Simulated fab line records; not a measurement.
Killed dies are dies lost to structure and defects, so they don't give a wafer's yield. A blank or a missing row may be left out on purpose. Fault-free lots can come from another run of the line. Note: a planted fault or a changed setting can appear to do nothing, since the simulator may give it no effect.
Comparing a struck lot with a sound one :: flow n5 finfet :: 21 out of 1938 route steps
Sound: the wafers L390.1, L390.3, L390.6. Struck: wafers L375.2, L375.3 (left out: L375.4, a lot-mate that was not struck); the cause follows at the end.
At each step with rows: each side's tool, then ch and its chambers, then its first start. Under that, the readings that differ: sound wafers :: struck wafers :: difference of the means :: sigmas: that difference in standard deviations of wafers without a fault.
alike: readings whose means differ by less than 2 such deviations, and words and numbers that are the same on both sides. not compared: withheld readings, readings that some wafer has no value for, bounds like >300 that may hide the same value, and numbers for which the record gives no deviation and whose values overlap.
A row with sigmas, a row that says differs or no value, or rows on one side alone: a step with any of these is where the two part. Numbers that don't overlap but have no deviation are shown without sigmas and don't part them. A reading missing from all wafers of one side parts the sides only when that side holds two or more wafers.

first, 9 steps without rows for these wafers: N5_FIN_SAQP_EBR_12; N5_FIN_SAQP_SOFTBAKE_11 (time 60 s); N5_FIN_SAQP_EXPOSE_13 (exposes mask FIN CORE, target cd 35.6 nm); N5_FIN_SAQP_PEB_14 (peb time 60 s); N5_FIN_SAQP_DEVELOP_15 (develop time 30 s); N5_FIN_SAQP_DESCUM_21 (chemistry O2, time 7.9 s); N5_FIN_SAQP_ETCH_51 (etches SiARC in CF4, target depth 45.5 nm, time 75.8 s); N5_FIN_SAQP_ETCH_52 (etches SOC in N2/H2, target depth 100 nm, overetch 20 nm, time 150 s); N5_FIN_SAQP_STRIP_53 (strips in N2/H2).
N5_FIN_SAQP_HM_OPEN_73: chemistry CHF3/O2, target SiO2, stops on a-Si, target depth 12 nm, time 16.8 s.
  sound on rie diel-06 ch 0,2, day 6 16:07; struck on rie diel-06 ch 0,3, day 3 02:20
reading: model.SiARC_of_FIN_SAQP_COAT_50.thk nm (nm)
sound: 7.031 6.524 6.545
struck: 0 0
difference: -7
sigmas: 

reading: model.SOC_of_FIN_SAQP_COAT_49.thk nm (nm)
sound: 100.2 99.56 99.83
struck: 96.66 98.58
difference: -2.24
sigmas: 

reading: model.a-Si_of_FIN_SAQP_PECVD_06.thk nm (nm)
sound: 59.69 60.57 61.41
struck: 57.09 59.03
difference: -2.50
sigmas: 
  alike: drypump motor current A, mfc ar sccm, oes product au, rf fwd power W, rf vpp V, showerhead plenum p Torr, throttle valve pct
  not compared: rf hours counter h
then, 1 step without rows for these wafers: N5_FIN_SAQP_STRIP_74 (strips in CHF3/O2).
N5_FIN_SAQP_MANDREL_ETCH_22: etches a-Si in HBr/Cl2, stops on SiNx, target depth 60 nm, bt time 10 s, time 30 s.
  sound on rie si-02 ch 2,3, day 6 16:11; struck on rie si-02 ch 1,2, day 3 02:25
reading: model.SOC_of_FIN_SAQP_COAT_49.thk nm (nm)
sound: 76.52 75.41 75.84
struck: 72.51 73.9
difference: -2.72
sigmas: 

reading: model.etch.depth nm (nm)
sound: 59.69 60.57 61.41
struck: 57.09 59.03
difference: -2.50
sigmas: 
  alike: drypump motor current A, oes product au, rf fwd power W, throttle valve pct
  not compared: rf hours counter h
then, 5 steps without rows for these wafers: N5_FIN_SAQP_STRIP_55 (strips in N2/H2); N5_FIN_SAQP_STRIP_23 (strips in SPM, time 750 s); N5_FIN_SAQP_SRD_66 (time 30 s); N5_FIN_SAQP_RECESS_75 (chemistry HF/NH3, target SiO2, target depth 14.4 nm, afs cycles 3, sublimation time 60 s); N5_FIN_SAQP_SPACER1_ALD_24 (deposits SiO2, target thk 20.3 nm, pulse time 1 s, purge time 2 s).
N5_FIN_SAQP_SPACER1_ETCHBACK_25: etches SiO2 in CHF3/O2, target depth 24.4 nm, time 12.2 s.
  sound on rie diel-02 ch 0,2,3, day 6 18:13; struck on rie diel-02 ch 0,1, day 3 04:25
reading: model.a-Si_of_FIN_SAQP_PECVD_06.thk nm (nm)
sound: 58.8 59.6 60.4
struck: 56.2 58.2
difference: -2.4
sigmas: 
  alike: drypump motor current A, mfc ar sccm, oes product au, rf fwd power W, rf vpp V, showerhead plenum p Torr, throttle valve pct
  not compared: rf hours counter h
then, 1 step without rows for these wafers: N5_FIN_SAQP_MANDREL1_REMOVE_56 (chemistry HBr/Cl2/O2, target a-Si, stops on SiNx, bt time 10 s).
-- here the record skips 6 days between the struck wafers' starts before and after, leaving off in module FIN_SAQP and picking up in module BEOL_M4 (first step shown: number 1111 of the route) --
N5_BEOL_M4_RC_MEAS_101:
  sound on prober-02 ch 0, day 12 10:30; struck on prober-01 ch 0, day 8 22:09
  alike: DIBL_N, DIBL_P, IOFF_N, IOFF_P, ION_N, ION_P, SS_N, SS_P, VT_N, VT_P
-- a jump in the record: the struck wafers' starts before and after are 4 days apart (it breaks off in module BEOL_M4 and resumes in module PASSIVATION, where the first step shown is number 1936 of the route) --
N5_PASSIVATION_PROBE_49:
  sound on prober-02 at day 16 21:43; struck on prober-02 at day 13 05:28
  alike: defect limited yield, killed_at_M0_to_M3, killed_at_M4_up, killed at contacts, killed at front end, killed at other, killed dies, killed open, killed short, sort_bin_5_function, sort_bin_6_memory, sort_bin_8_speed, sort n pass, sort yield pct

## WHERE THEY PART
Nowhere in this record.

WHY: what the simulator had put in
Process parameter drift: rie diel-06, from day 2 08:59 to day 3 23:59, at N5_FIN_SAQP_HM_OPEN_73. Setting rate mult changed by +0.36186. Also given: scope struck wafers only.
